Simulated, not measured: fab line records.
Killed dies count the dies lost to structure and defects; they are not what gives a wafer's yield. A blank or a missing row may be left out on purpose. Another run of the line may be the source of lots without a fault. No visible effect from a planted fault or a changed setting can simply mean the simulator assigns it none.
Matching of chambers    flow n5_finfet    4 sister chambers for N5_SD_EPI_P_ETCH_36 on rie_diel-04
The step etches SiARC in CF4, target depth 45.5 nm, time 75.8 s. 8 wafers are shown with their chamber, then 9 later ones without.

== WAFERS PAIRED WITH THEIR CHAMBERS ==
wafer   chamber  showerhead_plenum_p_Torr (Torr)  drypump_motor_current_A (A)
L080.6  0        2.12                             5.7
L081.1  1        2.11                             5.0
L081.3  0        2.12                             5.6
L082.1  3        2.23                             5.4
L082.5  1        2.11                             5.0
L091.2  2        2.06                             5.7
L091.5  3        2.22                             5.4
L091.6  2        2.06                             5.7

== WAFERS WHOSE CHAMBER IS MISSING ==
wafer   showerhead_plenum_p_Torr (Torr)  drypump_motor_current_A (A)
L092.1  2.06                             5.7
L092.2  2.22                             5.4
L092.5  2.11                             5.7
L094.3  2.11                             5.6
L094.4  2.06                             5.7
L094.5  2.11                             5.7
L096.2  2.10                             5.0
L096.3  2.05                             5.7
L096.4  2.22                             5.4

== THE CHAMBER EACH PASSED THROUGH ==
wafer   from the rows above  in truth
L092.1  2                    2
L092.2  3                    3
L092.5  0                    0
L094.3  0                    0
L094.4  2                    2
L094.5  0                    0
L096.2  1                    1
L096.3  2                    2
L096.4  3                    3
Correct placement for 9 of the 9. From these rows, 0 cannot be placed. 0 placed wrongly.
How it was worked out, from the rows above alone: a wafer's distance from a chamber is the root of the sum, over the readings, of the square of ((its reading less the chamber's mean) divided by the reading's scatter). If the next closest chamber is less than 2 further off than the closest, the wafer can't be placed; otherwise it belongs to the closest. A chamber's mean is the mean of its shown wafers. The scatter: the root of (the sum of the squares of (reading less its chamber's mean) over the shown wafers, divided by (wafers less chambers)).
